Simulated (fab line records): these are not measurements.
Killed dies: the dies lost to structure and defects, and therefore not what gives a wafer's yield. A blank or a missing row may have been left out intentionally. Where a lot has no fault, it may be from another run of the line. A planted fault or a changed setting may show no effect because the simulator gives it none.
Matching of chambers | flow n5_finfet | N5_BEOL_M2_ALD_98 on ald_sin-03: 4 sister chambers
The step deposits SiO2, target thk 2.5 nm, pulse time 1 s, co reactant pulse time 1 s. 8 wafers are shown with their chamber, then 8 later ones without.

== WAFERS WITH THEIR CHAMBER ==
wafer  | chamber | heater_power_w (W) | heater_power_outer_w (W)
L084.1 | 3       | 85                 | 45
L092.3 | 2       | 76                 | 38
L092.5 | 1       | 75                 | 39
L092.6 | 0       | 73                 | 39
L094.1 | 0       | 73                 | 38
L094.3 | 1       | 75                 | 41
L094.4 | 2       | 75                 | 38
L095.1 | 3       | 84                 | 45

== WAFERS WITH NO CHAMBER GIVEN ==
wafer  | heater_power_w (W) | heater_power_outer_w (W)
L095.3 | 74                 | 39
L095.6 | 76                 | 40
L096.1 | 76                 | 39
L096.5 | 73                 | 38
L096.6 | 76                 | 40
L097.2 | 73                 | 42
L097.3 | 75                 | 38
L097.6 | 78                 | 38

== THE CHAMBER EACH PASSED THROUGH ==
wafer  | from the rows above          | in truth
L095.3 | can't be placed: 0 or 1 or 2 | 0
L095.6 | can't be placed: 1 or 2      | 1
L096.1 | can't be placed: 2 or 1      | 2
L096.5 | 0                            | 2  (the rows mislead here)
L096.6 | can't be placed: 1 or 2      | 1
L097.2 | can't be placed: 0 or 1      | 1
L097.3 | can't be placed: 2 or 1      | 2
L097.6 | can't be placed: 2 or 1      | 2
0 of 8 placed correctly. Can't be placed from these rows: 7 (the true chamber is among the candidates in 7). 1 placed wrongly.
How it was worked out, from the rows above alone: a wafer's distance from a chamber is the root of the sum, over the readings, of the square of ((its reading less the chamber's mean) divided by the reading's scatter). The wafer belongs to the nearest chamber; if the next one is less than 2 further off, it can't be placed. The mean given for a chamber averages the wafers shown for that chamber. The scatter is the square root of a quotient: the sum, over the shown wafers, of each reading's squared deviation from its chamber's mean, divided by wafers minus chambers.
